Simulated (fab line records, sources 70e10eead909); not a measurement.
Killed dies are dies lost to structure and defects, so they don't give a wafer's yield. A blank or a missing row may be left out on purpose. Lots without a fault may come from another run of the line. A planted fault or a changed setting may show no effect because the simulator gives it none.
fab line records | flow nand_harc
record lots=6 wafers=18 last_day=24
route steps=1159 shown P_M0@278 P_M1@285 END@1159
lots that met no fault: from a run of the same line without faults
start_h: hours from the record's first day to the start of the lot's first wafer shown | wait_h: hours since the lot's step before | " the same as in the row above | L1.1+2: a row that stands for several wafers | - no value, or no start given | * or withheld: withheld | < > ~ a bound
route shown NAME@n: a module of which the file shows steps, and the number in the route of the first | usual: mean/standard deviation of fault-free wafers | same: alike in all rows | chamber/n: place in a boat | sites: the reading at each site | _std_site: their standard deviation | _edge_site: outer sites' mean less inner sites' | radius_mm: how far each site lies from the wafer's centre | mask NAME#n: copy n | behind: the tool/chamber that last shaped the wafer | hold: why the lot was held/for how many hours/how that ended | device: the transistor (n, p or np) that didn't switch | end of line: the same wafers' tests at the end of the route | a step without rows: its recipe alone | killed: dies lost to structure and defects at the first sort, not the wafer's yield | map: a wafer's dies, x killed, . not, _ none there
set.NAME: the setting as run; set.NAME@STEP: as run at that earlier step | model.NAME: the simulator's own value behind a step, which no gauge read
lots at some steps of the route; a table a step, a row a wafer
services: from which hour (start_h, from the record's first day; less than 0 if before it) a tool's chamber was out of use, for how many hours, and why
## steps
# step NHARC_P_M0_CMP_23
# recipe t_overpolish_s=20 target_thk_nm=117.53
# usual motor_current_A=12.1/1 time_to_endpoint_s=28.7/2
# columns lot.wafer tool chamber start_h wait_h motor_current_A time_to_endpoint_s
L909.2 cmp-04 0 171.02 - 11.5 29.2
L909.4 " 2 " " 12.1 29.1
L909.6 " 3 " " 12.7 29.5
L912.3 cmp-03 0 197.03 - 9.9 31.1
L912.5 " 3 " " 12.1 27.4
L912.6 " 0 " " 9.9 28.8
L916.2 cmp-03 3 215.08 - 13.0 29.0
L916.6 " 2 " " 12.8 31.5
L916.5 " 3 " " 13.0 26.8
L917.4 cmp-04 2 219.27 - 12.2 30.8
L917.5 " 2 " " 11.8 30.1
L917.6 " 3 " " 14.3 28.8
L919.3 cmp-04 2 235.34 - 10.9 25.3
L919.1 " 1 " " 11.1 28.7
L919.5 " 2 " " 11.8 28.9
L922.2 cmp-03 2 248.70 - 13.4 30.1
L922.6 " 1 " " 14.3 29.6
L922.5 " 2 " " 12.8 31.0
# step NHARC_P_M0_THK_MEAS_24
# recipe thk_meas_gauge=xrf
# usual thk_nm=117.8/1.1
# columns lot.wafer tool chamber start_h wait_h thk_nm
L909.2 film_metro-01 - 171.31 - 118.0
L909.4 " - " " 118.7
L909.6 " - " " 119.4
L912.3 film_metro-02 - 197.31 - 117.3
L912.5 " - " " 118.1
L912.6 " - " " 119.3
L916.2 film_metro-01 - 215.36 - 117.8
L916.5 " - " " 117.1
L916.6 " - " " 118.9
L917.4 film_metro-02 - 219.58 - 117.6
L917.5 " - " " 117.9
L917.6 " - " " 117.9
L919.1 film_metro-02 - 235.65 - 117.8
L919.3 " - " " 115.9
L919.5 " - " " 119.2
L922.2 film_metro-02 - 248.99 - 118.7
L922.5 " - " " 117.4
L922.6 " - " " 118.7
# step NHARC_P_M0_SRD_25
# step NHARC_P_M0_INSPECT_27
# usual raw_defect_count=332/130
# columns lot.wafer tool chamber start_h wait_h raw_defect_count
L909.2 defect_inspect-01 - 171.46 0.0 279
L909.4 " - " " 494
L909.6 " - " " 224
L912.3 defect_inspect-02 - 197.47 0.0 439
L912.5 " - " " 439
L912.6 " - " " 478
L916.2 defect_inspect-01 - 215.52 0.0 268
L916.5 " - " " 334
L916.6 " - " " 234
L917.4 defect_inspect-01 - 219.74 0.0 241
L917.5 " - " " 367
L917.6 " - " " 361
L919.1 defect_inspect-02 - 235.81 0.0 456
L919.3 " - " " 465
L919.5 " - " " 442
L922.2 defect_inspect-02 - 249.16 0.0 425
L922.5 " - " " 375
L922.6 " - " " 260
# step NHARC_P_M0_PRE_CLEAN_31
# recipe time_s=12 temp_c=370 rf_power_w=300 gas=NH3
# usual heater_power_w=669/83 rf_fwd_power_W=292.6/0.92 susceptor_temp_C=370.04/0.21
# columns lot.wafer tool chamber start_h wait_h heater_power_w rf_fwd_power_W susceptor_temp_C
L909.2 pecvd-01 1 171.57 0.1 743 291.4 370.05
L909.4 " 1 " " 728 291.4 370.00
L909.6 " 2 " " 688 289.6 369.95
L912.3 pecvd-01 1 197.56 0.1 723 292.6 370.01
L912.5 " 2 " " 843 293.5 370.02
L912.6 " 1 " " 708 291.4 370.30
L916.2 pecvd-01 2 215.59 0.1 797 293.0 370.14
L916.6 " 2 " " 801 293.0 370.17
L916.5 " 1 " " 655 293.8 370.05
L917.6 pecvd-03 1 219.84 0.1 598 292.8 369.81
L917.4 " 2 " " 697 293.5 370.27
L917.5 " 0 " " 625 292.2 370.05
L919.3 pecvd-02 0 235.88 0.1 706 292.3 370.23
L919.1 " 2 " " 539 292.4 370.01
L919.5 " 0 " " 709 292.9 370.08
L922.2 pecvd-02 2 249.24 0.1 574 292.1 369.75
L922.5 " 1 " " 666 294.6 369.87
L922.6 " 2 " " 549 290.9 369.86
# step NHARC_P_M0_DEP_32
# recipe target_thk_a=300 temp_c=370 target_thk_nm=30 pressure_torr=3 flow_sccm=200 rf_w=450 material=SiCN
# usual heater_power_w=611/83 rf_fwd_power_W=449.1/1.5 showerhead_vpp_V=1333/51 susceptor_temp_C=369.97/0.21
# columns lot.wafer tool chamber start_h wait_h heater_power_w rf_fwd_power_W showerhead_vpp_V susceptor_temp_C
L909.2 pecvd-01 1 171.68 0.1 603 446.3 1310 370.12
L909.4 " 1 " " 582 446.7 1310 369.83
L909.6 " 2 " " 772 450.6 1362 369.81
L912.3 pecvd-01 1 197.70 0.1 608 446.0 1316 369.93
L912.5 " 2 " " 700 449.1 1360 369.66
L912.6 " 1 " " 610 447.9 1344 369.87
L916.2 pecvd-01 2 215.70 0.1 733 450.3 1355 370.06
L916.6 " 2 " " 733 452.0 1333 370.26
L916.5 " 1 " " 627 447.9 1345 370.24
L917.6 pecvd-03 1 220.01 0.2 560 450.0 1354 369.99
L917.4 " 2 " " 610 447.6 1278 370.05
L917.5 " 0 " " 680 448.5 1362 369.70
L919.3 pecvd-02 0 235.96 0.1 670 449.0 1414 369.80
L919.1 " 2 " " 479 448.9 1269 370.05
L919.5 " 0 " " 669 450.3 1417 370.20
L922.2 pecvd-02 2 249.35 0.1 459 450.0 1262 370.05
L922.5 " 1 " " 534 446.1 1261 369.89
L922.6 " 2 " " 468 450.1 1276 370.02
# step NHARC_P_M1_DEP_00
# recipe target_thk_a=1825 target_thk_nm=182.5 temp_c=withheld pressure_torr=5 flow_sccm=200 rf_w=600 material=SiOC
# step NHARC_P_M1_DEHYDRATE_01
# recipe temp_c=150 time_s=120
# step NHARC_P_M1_HMDS_02
# recipe time_s=30
# step NHARC_P_M1_COAT_34
# recipe temp_c=200 time_s=65
# step NHARC_P_M1_COAT_03
# recipe spin_rpm=1500 resist_thk_nm=90
# step NHARC_P_M1_SOFTBAKE_04
# recipe temp_c=105 time_s=55
# usual heater_power_total_W=188.44/0.14
# columns lot.wafer tool chamber start_h wait_h heater_power_total_W
L909.2 litho_track-04 0 172 - 188.40
L909.4 " 0 " " 188.41
L909.6 " 0 " " 188.40
L912.3 litho_track-06 0 198 - 188.47
L912.5 " 0 " " 188.51
L912.6 " 0 " " 188.34
L916.2 litho_track-04 0 216 - 168.45
L916.5 " 0 " " 168.59
L916.6 " 0 " " 168.50
L917.4 litho_track-04 0 220 - 168.30
L917.5 " 0 " " 168.28
L917.6 " 0 " " 168.52
L919.1 litho_track-01 0 236 - 188.23
L919.3 " 0 " " 188.72
L919.5 " 0 " " 188.67
L922.2 litho_track-01 0 250 - 188.43
L922.5 " 0 " " 188.48
L922.6 " 0 " " 188.40
# step NHARC_P_M1_EBR_05
# step NHARC_P_M1_EXPOSE_06
# recipe na=1.35 target_cd_nm=130 dose_mj=81.88 mask_id=P_M1
# step NHARC_P_M1_PEB_07
# recipe peb_temp_c=100 peb_time_s=65
# step NHARC_P_M1_DEVELOP_08
# recipe develop_time_s=35 dev_temp_c=23
# step NHARC_P_M1_CD_MEAS_09
# recipe target_cd_nm=130 landing_energy_ev=500
# usual cd_nm=129.9/0.49
# columns lot.wafer tool chamber start_h wait_h cd_nm
L909.2 cd_sem-03 0 172.76 - 129.9
L909.4 " 0 " " 130.2
L909.6 " 0 " " 130.4
L912.3 cd_sem-02 0 198.75 - 129.3
L912.5 " 0 " " 130.1
L912.6 " 0 " " 130.1
L916.2 cd_sem-02 0 216.96 - 130.7
L916.5 " 0 " " 130.4
L916.6 " 0 " " 130.9
L917.4 cd_sem-01 0 221.05 - 130.5
L917.5 " 0 " " 130.6
L917.6 " 0 " " 130.9
L919.1 cd_sem-01 0 237.19 - 129.7
L919.3 " 0 " " 130.0
L919.5 " 0 " " 129.6
L922.2 cd_sem-03 0 250.53 - 129.9
L922.5 " 0 " " 129.4
L922.6 " 0 " " 129.2
# step NHARC_P_M1_OVL_MEAS_10
# recipe pitch_nm=260
# usual overlay_x_nm=0.0/0.84 overlay_y_nm=-0.2/1.1
# columns lot.wafer tool chamber start_h wait_h overlay_x_nm overlay_y_nm
L909.2 overlay-02 - 172.84 - -1.2 0.4
L909.4 " - " " -1.3 0.2
L909.6 " - " " -1.1 0.1
L912.3 overlay-02 - 198.83 - 0.1 -0.7
L912.5 " - " " 0.3 -0.4
L912.6 " - " " 0.6 -0.7
L916.2 overlay-01 - 217.05 - -0.5 -0.1
L916.5 " - " " -1.1 -0.3
L916.6 " - " " -1.0 -0.4
L917.4 overlay-02 - 221.13 - 1.3 1.5
L917.5 " - " " 1.1 1.6
L917.6 " - " " 1.3 1.1
L919.1 overlay-02 - 237.28 - 0.4 -1.5
L919.3 " - " " -0.1 -1.1
L919.5 " - " " 0.4 -1.1
L922.2 overlay-01 - 250.62 - -1.3 -0.7
L922.5 " - " " -0.9 -1.4
L922.6 " - " " -1.2 -0.9
# step NHARC_P_M1_INSPECT_11
# usual raw_defect_count=4.6/2.7
# columns lot.wafer tool chamber start_h wait_h raw_defect_count
L909.2 defect_inspect-01 - 172.88 0.0 2
L909.4 " - " " 4
L909.6 " - " " 6
L912.3 defect_inspect-02 - 198.88 0.0 5
L912.5 " - " " 4
L912.6 " - " " 3
L916.2 defect_inspect-02 - 217.09 0.0 8
L916.5 " - " " 3
L916.6 " - " " 5
L917.4 defect_inspect-01 - 221.17 0.0 14
L917.5 " - " " 11
L917.6 " - " " 17
L919.1 defect_inspect-02 - 237.32 0.0 1
L919.3 " - " " 4
L919.5 " - " " 3
L922.2 defect_inspect-02 - 250.65 0.0 7
L922.5 " - " " 2
L922.6 " - " " 7
# step NHARC_P_M1_DESCUM_14
# recipe time_s=3 o2_flow_sccm=200 ar_flow_sccm=0 bias_power_w=0 chemistry=O2
# usual drypump_motor_current_A=5.7/0.56 oes_product_au=1.000/0.0081 rf_vpp_V=57.8/1 showerhead_plenum_p_Torr=1.89/0.081 throttle_valve_pct=11.311/0.0086
# columns lot.wafer tool chamber start_h wait_h drypump_motor_current_A oes_product_au rf_hours_counter_h rf_vpp_V showerhead_plenum_p_Torr throttle_valve_pct model.P_M1.cd_nm
L909.2 rie_diel-11 0 172.94 0.1 5.9 0.999 9 59.0 1.92 11.304 130
L909.4 " 1 " " 6.6 0.983 10 56.5 1.82 11.326 129.9
L909.6 " 0 " " 5.9 0.997 - 57.9 1.92 11.311 129.6
L912.3 rie_diel-09 2 198.96 0.1 5.2 1.006 8 57.9 1.93 11.306 129
L912.6 " 1 " " 5.7 1.004 - 58.4 2.03 11.313 129.6
L912.5 " 2 " " 5.2 0.992 - 58.9 1.93 11.316 129.8
L916.2 rie_diel-13 0 217.16 0.1 4.6 0.993 2 56.6 1.87 11.321 130.5
L916.5 " 3 " " 5.7 0.989 - 58.8 1.96 11.300 130.3
L916.6 " 0 " " 4.6 0.998 - 58.4 1.87 11.318 130.3
L917.4 rie_diel-13 0 221.23 0.1 4.6 0.998 2 57.1 1.87 11.311 130.1
L917.5 " 0 " " 4.6 0.999 - 56.7 1.87 11.316 130.6
L917.6 " 1 " " 5.1 0.995 - 57.6 1.81 11.328 130.9
L919.1 rie_diel-11 0 237.38 0.1 5.9 1.009 3 58.5 1.92 11.314 129.8
L919.3 " 2 " " 5.6 1.002 2 59.3 2.02 11.306 130.1
L919.5 " 0 " " 5.9 1.013 - 57.0 1.92 11.300 129.9
L922.2 rie_diel-09 2 250.73 0.1 5.2 0.995 12 59.6 1.93 11.308 130.3
L922.6 " 1 " " 5.7 0.982 - 59.4 2.02 11.318 129.4
L922.5 " 3 " " 5.6 1.001 - 58.1 1.93 11.313 129.5
# step NHARC_P_M1_ETCH_35
# recipe target_depth_a=400 overetch_a=120 time_s=43.94 ion_energy_ev=200 n2_flow_sccm=150 h2_flow_sccm=150 ar_flow_sccm=0 rf_w=400 bias_w=150 chemistry=N2/H2
# usual drypump_motor_current_A=5.7/0.54 oes_product_au=1.001/0.0073 rf_fwd_power_W=395.0/2.1 rf_vpp_V=429.9/2.6 showerhead_plenum_p_Torr=2.01/0.092 throttle_valve_pct=14.171/0.0097
# columns lot.wafer tool chamber start_h wait_h drypump_motor_current_A oes_product_au rf_fwd_power_W rf_hours_counter_h rf_vpp_V showerhead_plenum_p_Torr throttle_valve_pct
L909.4 rie_diel-11 3 173.04 0.1 5.9 1.000 396.8 9 427.2 1.93 14.179
L909.2 " 0 " " 5.9 1.010 393.5 9 430.7 2.04 14.174
L909.6 " 2 " " 5.7 1.003 394.4 - 433.8 2.16 14.171
L912.3 rie_diel-09 1 199.05 0.1 5.7 0.994 395.1 9 432.6 2.16 14.168
L912.6 " 1 " " 5.8 1.007 394.8 - 433.0 2.16 14.168
L912.5 " 2 " " 5.2 0.994 397.8 - 430.2 2.05 14.173
L916.2 rie_diel-13 2 217.24 0.1 5.1 1.016 392.3 2 425.8 1.93 14.165
L916.6 " 1 " " 5.1 1.002 393.9 - 426.2 1.92 14.159
L916.5 " 2 " " 5.0 1.002 392.4 - 427.0 1.93 14.177
L917.4 rie_diel-13 0 221.32 0.1 4.6 0.990 394.4 2 428.6 1.99 14.178
L917.5 " 2 " " 5.1 1.002 393.5 - 427.1 1.93 14.176
L917.6 " 3 " " 5.7 0.996 394.1 - 431.4 2.09 14.170
L919.1 rie_diel-11 1 237.47 0.1 6.6 0.989 397.4 2 427.5 1.93 14.177
L919.3 " 3 " " 5.9 1.016 397.6 2 428.3 1.93 14.156
L919.5 " 1 " " 6.6 0.991 396.4 - 428.4 1.93 14.167
L922.2 rie_diel-09 3 250.83 0.1 5.6 0.997 397.3 13 429.3 2.06 14.170
L922.5 " 1 " " 5.7 0.988 394.7 - 434.8 2.16 14.162
L922.6 " 2 " " 5.2 1.002 398.3 - 431.3 2.05 14.174
# step NHARC_P_M1_ETCH_15
# recipe target_depth_a=1825 time_s=91.2 c4f8_flow_sccm=withheld ar_flow_sccm=400 rf_w=600 bias_w=300 chemistry=C4F8/Ar
# usual oes_product_au=0.955/0.019 rf_fwd_power_W=595.8/2.2 rf_vpp_V=440.1/2.6
# columns lot.wafer tool chamber start_h wait_h oes_product_au rf_fwd_power_W rf_hours_counter_h rf_vpp_V
L909.4 rie_diel-11 0 - - 0.953 593.5 9 441.0
L909.2 " 3 " " 0.948 596.9 9 438.5
L909.6 " 1 " " 0.946 595.9 - 437.3
L912.3 rie_diel-09 2 - - 0.961 596.0 8 440.9
L912.6 " 2 " " 0.959 596.8 - 440.8
L912.5 " 3 " " 0.964 594.0 - 440.0
L916.2 rie_diel-13 2 - - 0.935 593.7 2 439.0
L916.6 " 1 " " 0.935 595.0 - 437.9
L916.5 " 2 " " 0.937 593.4 - 438.0
L917.4 rie_diel-13 1 - - 0.966 596.0 3 437.3
L917.5 " 0 " " 0.970 598.3 - 440.9
L917.6 " 1 " " 0.956 594.8 - 438.2
L919.1 rie_diel-11 1 - - 0.952 596.0 2 438.0
L919.3 " 2 " " 0.980 596.2 2 443.4
L919.5 " 2 " " 0.989 593.4 - 443.1
L922.2 rie_diel-09 1 - - 0.930 596.4 13 445.1
L922.5 " 1 " " 0.924 598.1 - 444.3
L922.6 " 2 " " 0.928 597.1 - 440.5
# step NHARC_P_M1_CD_MEAS_16
# usual cd_nm=129.8/0.52
# columns lot.wafer tool chamber start_h wait_h cd_nm
L909.2 cd_sem-03 - 173.25 - 130.1
L909.4 " - " " 130.2
L909.6 " - " " 129.5
L912.3 cd_sem-03 - 199.30 - 129.1
L912.5 " - " " 130.2
L912.6 " - " " 129.7
L916.2 cd_sem-03 - 217.46 - 130.5
L916.5 " - " " 130.1
L916.6 " - " " 130.8
L917.4 cd_sem-03 - 221.54 - 130.1
L917.5 " - " " 130.4
L917.6 " - " " 130.7
L919.1 cd_sem-02 - 237.68 - 130.0
L919.3 " - " " 130.8
L919.5 " - " " 129.5
L922.2 cd_sem-03 - 251.07 - 130.5
L922.5 " - " " 128.9
L922.6 " - " " 129.6
# step NHARC_P_M1_STRIP_18
# recipe power_w=1000 n2_flow_sccm=150 h2_flow_sccm=150 ar_flow_sccm=0 bias_w=0 chemistry=N2/H2
# step NHARC_P_M1_ETCH_28
# recipe target_depth_a=300 over_etch_frac=0.3 time_s=72.99 ion_energy_ev=150 cf4_flow_sccm=50 n2_flow_sccm=100 ar_flow_sccm=150 rf_w=300 bias_w=100 chemistry=CF4/N2
# usual drypump_motor_current_A=5.7/0.49 oes_product_au=1.001/0.0071 rf_fwd_power_W=297.6/1.3 rf_vpp_V=314.3/1.9 showerhead_plenum_p_Torr=2.63/0.1 throttle_valve_pct=19.794/0.0082
# columns lot.wafer tool chamber start_h wait_h drypump_motor_current_A oes_product_au rf_fwd_power_W rf_hours_counter_h rf_vpp_V showerhead_plenum_p_Torr throttle_valve_pct model.P_M1.cd_nm
L909.2 rie_diel-09 2 - - 5.2 1.005 298.9 5.5 314.1 2.64 19.785 130.2
L909.4 " 2 " " 5.2 1.010 297.2 - 314.3 2.64 19.796 130.3
L909.6 " 3 " " 5.6 1.002 298.2 - 313.9 2.65 19.781 129.6
L912.3 rie_diel-13 0 - - 4.6 1.002 298.2 1.9 314.7 2.57 19.799 128.8
L912.6 " 0 " " 4.6 0.999 299.6 - 313.4 2.57 19.781 129.8
L912.5 " 1 " " 5.1 0.993 296.2 - 313.4 2.49 19.792 129.9
L916.2 rie_diel-11 3 - - 5.9 1.004 298.3 1.2 312.5 2.49 19.803 130.8
L916.5 " 2 " " 5.7 1.011 296.7 - 316.2 2.77 19.802 130.5
L916.6 " 3 " " 5.9 1.007 299.5 - 311.9 2.49 19.789 130.9
L917.4 rie_diel-11 0 - - 5.9 1.003 294.3 1.5 313.5 2.63 19.799 129.9
L917.5 " 1 " " 6.6 0.993 297.4 - 311.1 2.50 19.791 129.8
L917.6 " 2 " " 5.7 0.999 297.2 - 315.5 2.77 19.794 130.8
L919.1 rie_diel-13 2 - - 5.1 0.996 296.8 3.2 310.9 2.49 19.787 130.4
L919.3 " 1 " " 5.1 1.001 296.7 3.3 310.0 2.49 19.788 131.2
L919.5 " 3 " " 5.7 0.998 297.4 - 316.6 2.68 19.812 130.3
L922.2 rie_diel-13 1 - - 5.1 1.005 296.7 3.6 312.0 2.49 19.794 130.6
L922.6 " 3 " " 5.7 0.989 296.8 - 314.8 2.68 19.801 129.7
L922.5 " 0 " " 4.6 1.001 297.8 - 313.4 2.57 19.812 129.7
# step NHARC_P_M1_STRIP_19
# recipe time_s=600 temp_c=30 chemistry=post_etch_residue_remover
# step NHARC_END_SORT_01
# recipe temp_c=25
# usual defect_limited_yield=95.4/1.5 killed_at_array=26/9.6 killed_at_other=0.7/0.92 killed_at_periphery=3.8/2.7 killed_dies=31/10 killed_open=3.3/1.7 killed_short=1.8/1.3 sort_bin_2_pct=1.4/0.62 sort_bin_3_pct=0.23/0.21 sort_bin_4_pct=2.9/0.95 sort_n_pass=646/10 sort_rim_yield_pct=94/3.2 sort_yield_pct=95.4/1.5
# same gross_dies=677 sort_bin_5_pct[%]=0 sort_bin_6_pct[%]=0 sort_bin_7_pct[%]=0 sort_bin_8_pct[%]=0 sort_rim_n_gross=106.00
# columns lot.wafer tool chamber start_h wait_h defect_limited_yield[%] killed_at_array killed_at_other killed_at_periphery killed_dies killed_open killed_short sort_bin_2_pct[%] sort_bin_3_pct[%] sort_bin_4_pct[%] sort_n_pass sort_rim_yield_pct[%] sort_yield_pct[%]
L909.2 prober-02 0 494.71 2.8 97.0 17 1 2 20 2 2 1.5 0 1.5 657 93 97.0
L909.4 prober-02 0 496.28 3.3 96.0 22 0 5 27 1 1 1.5 0 2.5 650 93 96.0
L909.6 prober-02 0 497.84 3.9 96.0 20 0 7 27 2 2 0.7 0.44 2.8 650 92 96.0
L912.3 prober-02 0 507.38 3.1 95.7 27 1 1 29 2 2 0.9 0.15 3.2 648 94 95.7
L912.5 prober-02 0 509.00 3.7 95.1 31 0 2 33 4 1 1.3 0.15 3.4 644 90 95.1
L912.6 prober-02 0 509.81 4.1 95.9 27 0 1 28 1 3 1.0 0.15 3.0 649 89 95.9
L916.2 prober-02 0 545.51 2.8 97.3 13 0 5 18 2 1 0.6 0.15 1.9 659 96 97.3
L916.5 prober-02 0 547.85 3.6 96.8 18 0 4 22 5 3 0.4 0.15 2.7 655 97 96.8
L916.6 prober-02 0 548.63 3.9 98.2 7 0 5 12 4 0 0.4 0.15 1.2 665 96 98.2
L917.4 prober-01 0 547.12 3.4 93.6 28 1 14 43 7 5 2.1 0.15 4.1 634 96 93.6
L917.5 prober-01 0 547.93 3.7 93.6 33 1 9 43 4 1 1.6 0.44 4.3 634 95 93.6
L917.6 prober-01 0 548.73 4.0 91.7 43 1 12 56 4 0 3.7 0.59 4.0 621 97 91.7
L922.2 prober-01 0 553.31 2.8 96.8 18 0 4 22 0 2 1.0 0.15 2.1 655 92 96.8
L922.5 prober-01 0 555.73 3.7 95.4 26 0 5 31 4 4 1.6 0.30 2.7 646 92 95.4
L922.6 prober-01 0 556.53 4.0 95.9 22 1 5 28 2 1 1.3 0.30 2.5 649 92 95.9
L919.1 prober-01 0 568.72 2.5 96.3 25 0 0 25 2 0 1.0 0.30 2.4 652 92 96.3
L919.3 prober-01 0 570.34 3.1 95.1 26 3 4 33 4 0 1.6 0.15 3.1 644 91 95.1
L919.5 prober-01 0 571.97 3.7 95.1 31 1 1 33 0 0 1.0 0.30 3.5 644 98 95.1
# killed by level:class
L909.2 A_SLIT:chamber_film_flake=5 P_GATE:chamber_film_flake=2 A_CHANNEL_HOLE_D1:chamber_film_flake=2 A_SGD_CUT:chamber_film_flake=2 A_CONTACT:chamber_film_flake=2 A_ONON_D1:geometric_particle:short=1 A_CHANNEL_HOLE_D1:geometric_particle:open=1 A_SGD_CUT:geometric_particle:short=1
L909.4 A_SLIT:chamber_film_flake=7 A_ZERO_WELL:chamber_film_flake=4 P_GATE:chamber_film_flake=3 A_CONTACT:chamber_film_flake=3 P_BONDPAD:chamber_film_flake=2 A_CHANNEL_HOLE_D1:chamber_film_flake=2 A_SGD_CUT:chamber_film_flake=2 A_CONTACT:geometric_particle:open=1
L909.6 A_SLIT:chamber_film_flake=7 P_GATE:chamber_film_flake=3 A_ZERO_WELL:chamber_film_flake=3 A_STAIRCASE:chamber_film_flake=3 P_BONDPAD:chamber_film_flake=2 A_CONTACT:chamber_film_flake=2 P_GATE:geometric_particle:open=1 A_CHANNEL_FILL_D1:geometric_particle:short=1
L912.3 A_SLIT:chamber_film_flake=13 A_STAIRCASE:chamber_film_flake=6 A_CHANNEL_FILL_D1:chamber_film_flake=3 A_CHANNEL_HOLE_D1:chamber_film_flake=2 A_CHANNEL_HOLE_D1:geometric_particle:short=1 A_CONTACT:geometric_particle:open=1 A_BLC:geometric_particle:short=1 STARTING-WAFER:geometric_particle:open=1
L912.5 A_SLIT:chamber_film_flake=10 A_STAIRCASE:chamber_film_flake=7 A_CHANNEL_FILL_D1:chamber_film_flake=4 A_CHANNEL_HOLE_D1:chamber_film_flake=3 P_CONTACT:geometric_particle:open=1 A_SOURCE_PLATE:geometric_particle:short=1 A_ONON_D1:geometric_particle:open=1 A_CHANNEL_FILL_D1:geometric_particle:open=1
L912.6 A_SLIT:chamber_film_flake=12 A_STAIRCASE:chamber_film_flake=8 A_WL_FILL:geometric_particle:short=2 P_CONTACT:geometric_particle:open=1 A_CONTACT:geometric_particle:short=1 A_ZERO_WELL:chamber_film_flake=1 A_CHANNEL_HOLE_D1:chamber_film_flake=1 A_CONTACT:chamber_film_flake=1
L916.2 A_CHANNEL_HOLE_D1:chamber_film_flake=5 P_ZERO_WELL:chamber_film_flake=4 A_STAIRCASE:chamber_film_flake=4 A_CHANNEL_FILL_D1:chamber_film_flake=2 P_M0:geometric_particle:open=1 A_ONON_D1:geometric_particle:open=1 A_CONTACT:geometric_particle:short=1
L917.4 A_CHANNEL_HOLE_D1:chamber_film_flake=14 P_CONTACT:chamber_film_flake=7 P_STI:chamber_film_flake=5 A_CONTACT:geometric_particle:open=3 A_CHANNEL_FILL_D1:geometric_particle:open=2 A_CONTACT:chamber_film_flake=2 P_M2:geometric_particle:short=1 A_SOURCE_PLATE:geometric_particle:open=1
L916.5 A_STAIRCASE:chamber_film_flake=4 A_CONTACT:chamber_film_flake=4 A_CHANNEL_HOLE_D1:chamber_film_flake=3 A_ONON_D1:geometric_particle:short=2 P_ZERO_WELL:chamber_film_flake=2 P_M0:geometric_particle:open=1 A_ONON_D1:geometric_particle:open=1 A_CHANNEL_FILL_D1:geometric_particle:open=1
L917.5 A_CHANNEL_HOLE_D1:chamber_film_flake=20 P_STI:chamber_film_flake=6 A_CONTACT:chamber_film_flake=6 P_CONTACT:chamber_film_flake=2 A_ONON_D1:geometric_particle:open=1 A_CHANNEL_FILL_D1:geometric_particle:open=1 A_WL_FILL:geometric_particle:open=1 A_M0:geometric_particle:open=1
L916.6 P_ZERO_WELL:chamber_film_flake=2 A_CHANNEL_HOLE_D1:chamber_film_flake=2 A_STAIRCASE:chamber_film_flake=2 P_M0:geometric_particle:open=1 P_M2:geometric_particle:open=1 A_WL_FILL:geometric_particle:open=1 A_BLC:geometric_particle:open=1 P_GATE:chamber_film_flake=1
L917.6 A_CHANNEL_HOLE_D1:chamber_film_flake=31 P_CONTACT:chamber_film_flake=7 P_STI:chamber_film_flake=4 A_CONTACT:geometric_particle:open=3 A_STAIRCASE:chamber_film_flake=3 A_CONTACT:chamber_film_flake=2 P_M0:geometric_particle:open=1 A_ZERO_WELL:chamber_film_flake=1
L922.2 A_SLIT:chamber_film_flake=10 A_CHANNEL_HOLE_D1:chamber_film_flake=4 P_GATE:chamber_film_flake=2 P_M1:geometric_particle:short=1 A_WL_FILL:geometric_particle:short=1 P_STI:chamber_film_flake=1 A_ZERO_WELL:chamber_film_flake=1 A_STAIRCASE:chamber_film_flake=1
L922.5 A_SLIT:chamber_film_flake=11 A_CHANNEL_HOLE_D1:chamber_film_flake=3 A_WL_FILL:chamber_film_flake=3 A_CONTACT:chamber_film_flake=3 A_CONTACT:geometric_particle:short=2 A_STAIRCASE:chamber_film_flake=2 P_GATE:geometric_particle:open=1 P_CONTACT:geometric_particle:short=1
L922.6 A_SLIT:chamber_film_flake=10 A_CHANNEL_HOLE_D1:chamber_film_flake=5 P_GATE:chamber_film_flake=3 A_STAIRCASE:chamber_film_flake=2 A_CONTACT:chamber_film_flake=2 P_CONTACT:geometric_particle:open=1 A_ONON_D1:geometric_particle:open=1 A_WL_FILL:geometric_particle:short=1
L919.1 A_CONTACT:chamber_film_flake=14 A_CHANNEL_HOLE_D1:chamber_film_flake=6 A_STAIRCASE:chamber_film_flake=3 A_ONON_D1:geometric_particle:open=1 A_SGD_CUT:geometric_particle:open=1
L919.3 A_CHANNEL_HOLE_D1:chamber_film_flake=11 A_CONTACT:chamber_film_flake=6 A_STAIRCASE:chamber_film_flake=5 THIN_TSV:chamber_film_flake=3 P_CONTACT:geometric_particle:open=2 P_GATE:geometric_particle:open=1 A_CONTACT:geometric_particle:open=1 P_M0:chamber_film_flake=1
L919.5 A_CONTACT:chamber_film_flake=15 A_CHANNEL_HOLE_D1:chamber_film_flake=13 A_STAIRCASE:chamber_film_flake=3 P_ZERO_WELL:chamber_film_flake=1 THIN_TSV:chamber_film_flake=1
## services
# columns tool chamber start_h hours kind
pecvd-02 - 153.00 13.0 pm
rie_diel-11 2 154.89 5.3 repair
cmp-03 - 156.00 4.0 pm
rie_diel-13 0 157.00 - clean
rie_diel-13 1 157.00 - clean
rie_diel-13 2 157.00 - clean
rie_diel-13 3 157.00 - clean
rie_diel-09 0 169.66 132.0 repair
cmp-03 - 178.00 1.1 repair
cmp-04 - 181.05 0.7 repair
rie_diel-13 0 181.50 - clean
rie_diel-13 1 181.50 - clean
rie_diel-13 2 181.50 - clean
rie_diel-13 3 181.50 - clean
pecvd-02 - 186.64 0.7 repair
rie_diel-11 - 189.50 9.0 pm
cmp-04 - 203.17 4.0 pm
rie_diel-13 0 206.00 - clean
rie_diel-13 1 206.00 - clean
pecvd-02 2 207.89 5.6 repair
rie_diel-11 1 211.50 4.6 repair
pecvd-01 0 212.95 4.2 repair
pecvd-01 - 237.00 13.0 pm
cmp-04 - 242.97 0.8 repair
## key
first_sign step=NHARC_P_M1_SOFTBAKE_04 reading=heater_power_total_W direction=down sigmas=99+ usual=* struck=*
effect step=NHARC_P_M1_CD_MEAS_09 reading=cd_nm direction=up sigmas=1.7 usual=129.9 struck=130.7 through=control_loop
model_effect step=NHARC_P_M1_DESCUM_14 value=P_M1.cd_nm without=129.7 struck=130.5
model_effect step=NHARC_P_M1_ETCH_28 value=P_M1.cd_nm without=129.7 struck=130.4
met_at NHARC_P_M1_SOFTBAKE_04
struck_wafers L916.2,L916.5,L916.6,L917.4,L917.5,L917.6
loop_trim step=NHARC_P_M1_EXPOSE_06 setting=dose lots=L917
onset_between 172 216
fault kind=process_parameter_drift tool=litho_track-04 chamber=- onset_h=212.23 steps=NHARC_P_M1_SOFTBAKE_04 channel=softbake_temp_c offset=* shape=step end_h=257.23 acts_in=* stated=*
# loop_trim: a control loop set the setting to another value than it would have without faults
